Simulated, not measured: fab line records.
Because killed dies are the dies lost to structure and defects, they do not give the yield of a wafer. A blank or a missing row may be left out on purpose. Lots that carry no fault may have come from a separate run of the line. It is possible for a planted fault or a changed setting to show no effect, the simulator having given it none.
Chamber matching :: flow nand-harc :: 3 sister chambers for NHARC_P_CONTACT_DEP_30 on pecvd-04
The step deposits SiNx, target thk 30 nm. 3 wafers are shown with their chamber, then 7 later ones without.

## WAFERS, EACH WITH ITS CHAMBER
wafer: L369.5
chamber: 2
heater-power-w (W): 928

wafer: L378.2
chamber: 0
heater-power-w (W): 636

wafer: L378.5
chamber: 1
heater-power-w (W): 650

## WAFERS WHOSE CHAMBER IS MISSING
wafer: L378.6
heater-power-w (W): 637

wafer: L388.2
heater-power-w (W): 676

wafer: L388.4
heater-power-w (W): 656

wafer: L388.6
heater-power-w (W): 952

wafer: L390.1
heater-power-w (W): 652

wafer: L390.2
heater-power-w (W): 665

wafer: L390.3
heater-power-w (W): 916

## WHICH CHAMBER EACH WENT THROUGH
wafer: L378.6
from the rows above: can't be placed: 0 or 1
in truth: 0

wafer: L388.2
from the rows above: can't be placed: 1 or 0
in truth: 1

wafer: L388.4
from the rows above: can't be placed: 1 or 0
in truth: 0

wafer: L388.6
from the rows above: 2
in truth: 2

wafer: L390.1
from the rows above: can't be placed: 1 or 0
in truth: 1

wafer: L390.2
from the rows above: can't be placed: 1 or 0
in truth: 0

wafer: L390.3
from the rows above: 2
in truth: 2
Correctly placed: 2 of 7. Can't be placed from these rows: 5 (the true chamber is among the candidates in 5). Wrongly placed: 0.
How it was worked out, from the rows above alone: a wafer's distance from a chamber is the root of the sum, over the readings, of the square of ((its reading less the chamber's mean) divided by the reading's scatter). If the next closest chamber is less than 2 further off than the closest, the wafer can't be placed; otherwise it belongs to the closest. For every chamber, the mean is computed from those of its wafers that are shown. The scatter: root of mean squared gap, hidden wafer to nearest shown wafer, with one shown wafer a chamber.
